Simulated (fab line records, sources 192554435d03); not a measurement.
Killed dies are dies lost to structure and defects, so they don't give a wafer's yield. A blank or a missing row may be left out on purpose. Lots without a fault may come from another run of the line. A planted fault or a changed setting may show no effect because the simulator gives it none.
Which tool did it? | flow n5_finfet | 11 lots, 33 wafers sampled, at 4 steps of a route of 1938

WHAT THE GAUGES READ, wafer by wafer
N5_BEOL_M4_RC_MEAS_101. Usual: DIBL_N 36.5 mV/V, standard deviation 1.9; DIBL_P 36.4 mV/V, standard deviation 2.4; IOFF_N 0.16 nA/um, standard deviation 0.037; IOFF_P 0.22 nA/um, standard deviation 0.045; ION_N 674 uA/um, standard deviation 13; ION_P 463 uA/um, standard deviation 8.2; SS_N 71.7 mV/dec, standard deviation 0.67; SS_P 73.3 mV/dec, standard deviation 0.74; VT_N 250 mV, standard deviation 3.8; VT_P -249 mV, standard deviation 3.7.
lot  | measured     | on        | DIBL_N (mV/V)  | DIBL_P (mV/V)  | IOFF_N (nA/um) | IOFF_P (nA/um) | ION_N (uA/um) | ION_P (uA/um) | SS_N (mV/dec)  | SS_P (mV/dec)  | VT_N (mV)   | VT_P (mV)      | flag
L179 | day 8 04:16  | prober-01 | 38.9 36.1 37.6 | 40.1 35.9 37.2 | 0.18 0.13 0.15 | 0.24 0.18 0.19 | 665 677 659   | 457 463 450   | 72.3 71.7 72.2 | 73.4 72.8 73.3 | 251 255 253 | -250 -254 -257 |
L181 | day 8 15:10  | prober-02 | 36.8 38.4 40.7 | 34.9 37.0 39.0 | 0.14 0.17 0.20 | 0.18 0.22 0.24 | 667 668 670   | 464 457 461   | 72.4 71.8 72.4 | 73.0 73.6 73.3 | 254 246 250 | -251 -251 -251 |
L184 | day 9 13:31  | prober-02 | 36.6 36.5 34.6 | 38.4 38.1 35.2 | 0.16 0.15 0.13 | 0.24 0.24 0.19 | 672 661 673   | 462 460 465   | 72.8 72.5 70.8 | 73.2 74.1 72.4 | 250 252 250 | -247 -247 -250 |
L188 | day 10 09:20 | prober-01 | 35.7 36.9 36.1 | 35.8 36.3 35.9 | 0.15 0.15 0.15 | 0.23 0.22 0.23 | 673 662 674   | 466 455 465   | 71.4 71.8 71.2 | 73.9 74.3 72.7 | 249 252 249 | -247 -248 -247 |
L189 | day 10 09:35 | prober-02 | 34.7 35.4 36.3 | 34.9 36.1 37.3 | 0.15 0.15 0.19 | 0.19 0.20 0.23 | 676 678 699   | 462 462 477   | 71.5 72.3 71.9 | 72.6 73.1 72.8 | 251 251 245 | -250 -254 -248 |
L195 | day 12 09:01 | prober-01 | 37.3 35.6 40.7 | 37.7 35.2 41.7 | 0.17 0.13 0.26 | 0.24 0.21 0.33 | 683 655 692   | 469 458 471   | 72.4 71.1 73.3 | 73.1 73.1 74.5 | 247 252 242 | -249 -247 -244 |
L196 | day 12 08:17 | prober-02 | 36.9 33.9 36.2 | 36.6 33.6 36.3 | 0.17 0.13 0.16 | 0.23 0.18 0.22 | 667 665 680   | 461 459 465   | 72.0 70.8 72.0 | 73.4 72.9 73.0 | 251 251 252 | -250 -252 -250 |
L197 | day 12 20:58 | prober-02 | 36.4 36.0 37.7 | 37.3 36.4 38.1 | 0.17 0.17 0.20 | 0.26 0.23 0.27 | 677 677 676   | 469 465 464   | 71.8 72.1 72.2 | 73.0 73.4 74.2 | 247 248 246 | -245 -248 -246 |
L200 | day 13 13:59 | prober-02 | 35.2 37.6 34.8 | 34.4 35.5 33.1 | 0.12 0.16 0.11 | 0.17 0.18 0.15 | 658 667 645   | 450 453 440   | 70.9 71.8 71.3 | 72.6 72.7 73.1 | 254 250 257 | -253 -253 -256 |

WHICH TOOL RAN EACH LOT (tool, then ch and the chambers of the sampled wafers, then the start)
lot  | N5_BEOL_M3_SPUTTER_94        | N5_BEOL_M3_PRE_CLEAN_60          | N5_BEOL_M3_DEP_57
L179 | pvd_sputter-02, day 7 16:37  | cvd_co-01 ch 0,1,2, day 7 17:40  | pecvd-04 ch 0,1, day 7 17:49
L181 | pvd_sputter-01, day 8 06:18  | cvd_co-01 ch 0,2, day 8 07:20    | pecvd-02 ch 0,1, day 8 07:30
L184 | pvd_sputter-01, day 9 00:46  | cvd_co-02 ch 0,1,2, day 9 01:49  | pecvd-02 ch 0,1,2, day 9 01:59
L188 | pvd_sputter-03, day 9 19:34  | cvd_co-01 ch 0,1,2, day 9 20:50  | pecvd-03 ch 0,1,2, day 9 20:59
L189 | pvd_sputter-03, day 9 21:25  | cvd_co-02 ch 0,1,2, day 9 22:28  | pecvd-02 ch 0,1, day 9 22:39
L191 | pvd_sputter-02, day 10 15:53 | cvd_co-02 ch 0,1,2, day 10 16:56 | pecvd-02 ch 0,1,2, day 10 17:06
L192 | pvd_sputter-02, day 11 03:09 | cvd_co-02 ch 1,2, day 11 04:16   | pecvd-04 ch 0,2, day 11 04:26
L195 | pvd_sputter-03, day 11 18:26 | cvd_co-01 ch 0,2, day 11 19:29   | pecvd-02 ch 0,1,2, day 11 19:38
L196 | pvd_sputter-02, day 11 20:39 | cvd_co-01 ch 0,1, day 11 21:49   | pecvd-04 ch 0,2, day 11 21:58
L197 | pvd_sputter-03, day 12 08:26 | cvd_co-02 ch 0,1, day 12 09:29   | pecvd-04 ch 0,1,2, day 12 09:38
L200 | pvd_sputter-02, day 12 22:37 | cvd_co-02 ch 0,1, day 12 23:48   | pecvd-02 ch 1,2, day 12 23:58
- N5_BEOL_M3_SPUTTER_94: material Cu, target thk 4.5 nm, time 8.29 s.
- N5_BEOL_M3_PRE_CLEAN_60: time 15 s.
- N5_BEOL_M3_DEP_57: deposits SiCN from 3MS/NH3, target thk 8 nm, time 14 s.

WHAT THE TOOLS THEMSELVES READ (means of the sampled wafers that have a number; where no wafer has one, the mark that the record gives instead)
N5_BEOL_M3_SPUTTER_94. Usual: throttle_valve_pct 30.2 %, standard deviation 1.1.
lot  | tool           | throttle_valve_pct (%) | flag
L179 | pvd_sputter-02 | 30.3                   |
L181 | pvd_sputter-01 | 29.7                   |
L184 | pvd_sputter-01 | 29.4                   |
L188 | pvd_sputter-03 | 31.0                   |
L189 | pvd_sputter-03 | 30.1                   |
L191 | pvd_sputter-02 | 31.0                   |
L192 | pvd_sputter-02 | 29.4                   |
L195 | pvd_sputter-03 | 30.9                   |
L196 | pvd_sputter-02 | 28.9                   |
L197 | pvd_sputter-03 | 30.6                   |
L200 | pvd_sputter-02 | 30.5                   |

N5_BEOL_M3_PRE_CLEAN_60. Usual: heater_power_w 86 W, standard deviation 17.
lot  | tool      | heater_power_w (W) | flag
L179 | cvd_co-01 | 94                 |
L181 | cvd_co-01 | 84                 |
L184 | cvd_co-02 | 74                 |
L188 | cvd_co-01 | 94                 |
L189 | cvd_co-02 | 76                 |
L191 | cvd_co-02 | 75                 |
L192 | cvd_co-02 | 81                 |
L195 | cvd_co-01 | 84                 |
L196 | cvd_co-01 | 108                |
L197 | cvd_co-02 | 69                 |
L200 | cvd_co-02 | 72                 |

N5_BEOL_M3_DEP_57. Usual: chamber_pressure_Torr 3.001 Torr, standard deviation 0.0066; rf_fwd_power_W 199.8 W, standard deviation 0.84; showerhead_plenum_p_Torr 3.669 Torr, standard deviation 0.016; showerhead_vpp_V 877 V, standard deviation 36; throttle_valve_pct 9.3 %, standard deviation 0.96.
lot  | tool     | chamber_pressure_Torr (Torr) | rf_fwd_power_W (W) | showerhead_plenum_p_Torr (Torr) | showerhead_vpp_V (V) | throttle_valve_pct (%) | flag
L179 | pecvd-04 | 3.002                        | 199.8              | 3.685                           | 861                  | 10.3                   |
L181 | pecvd-02 | 3.008                        | 200.6              | 3.664                           | 910                  | 9.1                    |
L184 | pecvd-02 | 2.997                        | 199.3              | 3.670                           | 885                  | 9.1                    |
L188 | pecvd-03 | 3.000                        | 200.2              | 3.652                           | 860                  | 9.0                    |
L189 | pecvd-02 | 3.000                        | 199.2              | 3.655                           | 915                  | 9.3                    |
L191 | pecvd-02 | -                            | -                  | -                               | -                    | -                      | OFF
L192 | pecvd-04 | -                            | -                  | -                               | -                    | -                      | OFF
L195 | pecvd-02 | 3.000                        | 200.8              | 3.670                           | 896                  | 9.1                    |
L196 | pecvd-04 | 2.999                        | 199.9              | 3.680                           | 847                  | 9.3                    |
L197 | pecvd-04 | 3.002                        | 199.0              | 3.680                           | 865                  | 9.7                    |
L200 | pecvd-02 | 2.996                        | 199.4              | 3.682                           | 869                  | 9.3                    |

THE ANSWER, worked out from the rows above alone
Rule: a lot is off if the mean of its wafers that have a number lies more than 3 standard deviations from the usual mean. A lot without any number at a reading at which 4 lots or more have one is off too. The other lots that the step has rows for count as sound. The gauges are gone through in route order, then the tools' own readings, and for those a lot's mean is taken as printed above. The first step at which some lot is off is used, and at that step the reading that is off furthest; a lot without a number counts as furthest.
Off: L191, L192, at N5_BEOL_M3_DEP_57 (chamber_pressure_Torr). Without a number there: L191, L192.
A tool fits if, at that step or a process step before it, it ran every lot that is off, and no sound lot after the first of them. None of those tried fits.

WHAT THE SIMULATOR HAD PUT IN
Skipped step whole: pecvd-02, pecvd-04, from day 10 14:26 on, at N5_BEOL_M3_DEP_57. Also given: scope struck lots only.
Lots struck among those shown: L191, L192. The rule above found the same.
